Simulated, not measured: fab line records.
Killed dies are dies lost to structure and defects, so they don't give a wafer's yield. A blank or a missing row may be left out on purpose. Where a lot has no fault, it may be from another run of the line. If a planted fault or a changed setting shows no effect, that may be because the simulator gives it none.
Matching of chambers | flow nandHarc | NHARC_A_CONTACT_ETCH_110 on rieDiel-05: 4 sister chambers
The step etches the open film in CF4/O2, target depth 60 nm, overetch 6 nm, time 33 s. 4 wafers are shown with their chamber, then 11 later ones without.

WAFERS, EACH WITH ITS CHAMBER
wafer  | chamber | showerheadPlenumPTorr (Torr)
L083.2 | 1       | 1.41
L085.4 | 2       | 1.26
L088.2 | 3       | 1.44
L093.1 | 0       | 1.32

WAFERS WITHOUT THEIR CHAMBER
wafer  | showerheadPlenumPTorr (Torr)
L093.3 | 1.41
L093.5 | 1.32
L094.3 | 1.26
L094.4 | 1.41
L094.5 | 1.26
L095.1 | 1.32
L095.4 | 1.26
L095.5 | 1.41
L097.1 | 1.26
L097.4 | 1.43
L097.5 | 1.32

WHICH CHAMBER EACH ONE RAN IN
wafer  | from the rows above | in truth
L093.3 | 1                   | 1
L093.5 | 0                   | 0
L094.3 | 2                   | 2
L094.4 | 1                   | 1
L094.5 | 2                   | 2
L095.1 | 0                   | 0
L095.4 | 2                   | 2
L095.5 | 1                   | 1
L097.1 | 2                   | 2
L097.4 | 3                   | 3
L097.5 | 0                   | 0
Correctly placed: 11 of 11. Number that these rows cannot place: 0. Wrongly placed: 0.
How it was worked out, from the rows above alone: a wafer's distance from a chamber is the root of the sum, over the readings, of the square of ((its reading less the chamber's mean) divided by the reading's scatter). If the next closest chamber is less than 2 further off than the closest, the wafer can't be placed; otherwise it belongs to the closest. Each chamber's mean is taken over the wafers shown for it. The scatter (one wafer shown for each chamber): square how far every hidden wafer sits from the nearest shown wafer, average those squares and take the square root.
